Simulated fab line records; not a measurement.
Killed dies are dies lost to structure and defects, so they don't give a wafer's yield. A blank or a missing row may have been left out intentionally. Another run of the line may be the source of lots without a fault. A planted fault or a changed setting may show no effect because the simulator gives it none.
Which tool was responsible? / flow n5-finfet / Sampling: 10 lots, 30 wafers, 3 of 1938 route steps

## WHAT THE GAUGES SHOWED, per wafer
N5_BEOL_M12_THK_MEAS_01.
lot=L712; measured=day 10 02:31; on=film-metro-01; M12_ILD_THK (nm)=658 670 672
lot=L713; measured=day 10 11:31; on=film-metro-01; M12_ILD_THK (nm)=662 657 669
lot=L714; measured=day 11 06:22; on=film-metro-01; M12_ILD_THK (nm)=652 651 658
lot=L717; measured=day 11 06:38; on=film-metro-02; M12_ILD_THK (nm)=667 652 670
lot=L719; measured=day 12 00:41; on=film-metro-02; M12_ILD_THK (nm)=656 665 668
lot=L726; measured=day 14 00:30; on=film-metro-02; M12_ILD_THK (nm)=564 593 582
lot=L728; measured=day 14 19:26; on=film-metro-01; M12_ILD_THK (nm)=648 660 653
lot=L731; measured=day 15 08:52; on=film-metro-01; M12_ILD_THK (nm)=581 571 600
lot=L734; measured=day 16 00:11; on=film-metro-02; M12_ILD_THK (nm)=657 664 651
lot=L735; measured=day 16 08:13; on=film-metro-02; M12_ILD_THK (nm)=642 657 649

## EACH LOT AND THE TOOL THAT RAN IT (in order: tool; ch and the chambers of the sampled wafers; start)
lot=L712; N5_BEOL_M11_ALD_74=ald-metal-02 ch 0,1,3, day 9 23:04; N5_BEOL_M12_ILD_DEP_00=pecvd-02 ch 0,1,2, day 10 02:23
lot=L713; N5_BEOL_M11_ALD_74=ald-metal-02 ch 0,2,3, day 10 07:47; N5_BEOL_M12_ILD_DEP_00=pecvd-01 ch 0,1, day 10 11:20
lot=L714; N5_BEOL_M11_ALD_74=ald-metal-04 ch 0,1,2, day 11 03:04; N5_BEOL_M12_ILD_DEP_00=pecvd-03 ch 0,1,2, day 11 06:13
lot=L717; N5_BEOL_M11_ALD_74=ald-metal-03 ch 1,2,3, day 11 03:28; N5_BEOL_M12_ILD_DEP_00=pecvd-01 ch 0,2, day 11 06:31
lot=L719; N5_BEOL_M11_ALD_74=ald-metal-04 ch 0,1,2, day 11 21:34; N5_BEOL_M12_ILD_DEP_00=pecvd-03 ch 0,2, day 12 00:34
lot=L726; N5_BEOL_M11_ALD_74=ald-metal-03 ch 1,2,3, day 13 22:23; N5_BEOL_M12_ILD_DEP_00=pecvd-01 ch 0,1,2, day 14 00:21
lot=L728; N5_BEOL_M11_ALD_74=ald-metal-03 ch 0,2,3, day 14 17:20; N5_BEOL_M12_ILD_DEP_00=pecvd-03 ch 0,1, day 14 19:19
lot=L731; N5_BEOL_M11_ALD_74=ald-metal-02 ch 1,2,3, day 15 07:01; N5_BEOL_M12_ILD_DEP_00=pecvd-01 ch 0,1, day 15 08:44
lot=L734; N5_BEOL_M11_ALD_74=ald-metal-04 ch 1,2,3, day 15 21:01; N5_BEOL_M12_ILD_DEP_00=pecvd-03 ch 1,2, day 16 00:03
lot=L735; N5_BEOL_M11_ALD_74=ald-metal-04 ch 0,1,2, day 16 06:17; N5_BEOL_M12_ILD_DEP_00=pecvd-03 ch 0,1,2, day 16 08:04
- N5_BEOL_M11_ALD_74: deposits TaN, target thk 2 nm, pulse time 2 s, purge time 3 s.
- N5_BEOL_M12_ILD_DEP_00: deposits SiOC from DEMS/O2, target thk 658.92 nm, time 130.7 s.

## THE ANSWER, worked out from the rows above alone
Rule: what is usual is taken from the lots themselves. The widest of any qualifying gaps counts: lots, ordered by their means at a reading, are off when they make up no more than a third of the lots, leave a main group of 4 or more, and stand apart from it by 3 or more times the standard deviation of that group's means. The tables above print the reading to a certain number of digits; a main group whose means all agree to those digits is not used. Also off: a lot with no number at a reading for which 4 or more lots have one. Any other lot the step has rows for is counted as sound.
Off: L726, L731, at N5_BEOL_M12_THK_MEAS_01 (M12_ILD_THK). Main group: mean 659 nm, sd 5.7.
A tool fits if, at a process step before that reading, it ran every lot that is off, and no sound lot after the first of them. The gauges at N5_BEOL_M12_THK_MEAS_01 are tried like those tools. One candidate fits, namely pecvd-01 at N5_BEOL_M12_ILD_DEP_00. Its last sound lot is L717 (day 11 06:31), its first lot that is off L726 (day 14 00:21): a fault that began between those two fits.

## WHAT THE SIMULATOR HAD PUT IN
Site profile drift: pecvd-01, from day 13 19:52 on, at N5_BEOL_M12_ILD_DEP_00. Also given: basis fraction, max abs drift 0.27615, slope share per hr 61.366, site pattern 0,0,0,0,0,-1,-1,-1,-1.
Struck lots among those shown: L726, L731. The same result came from the rule above.
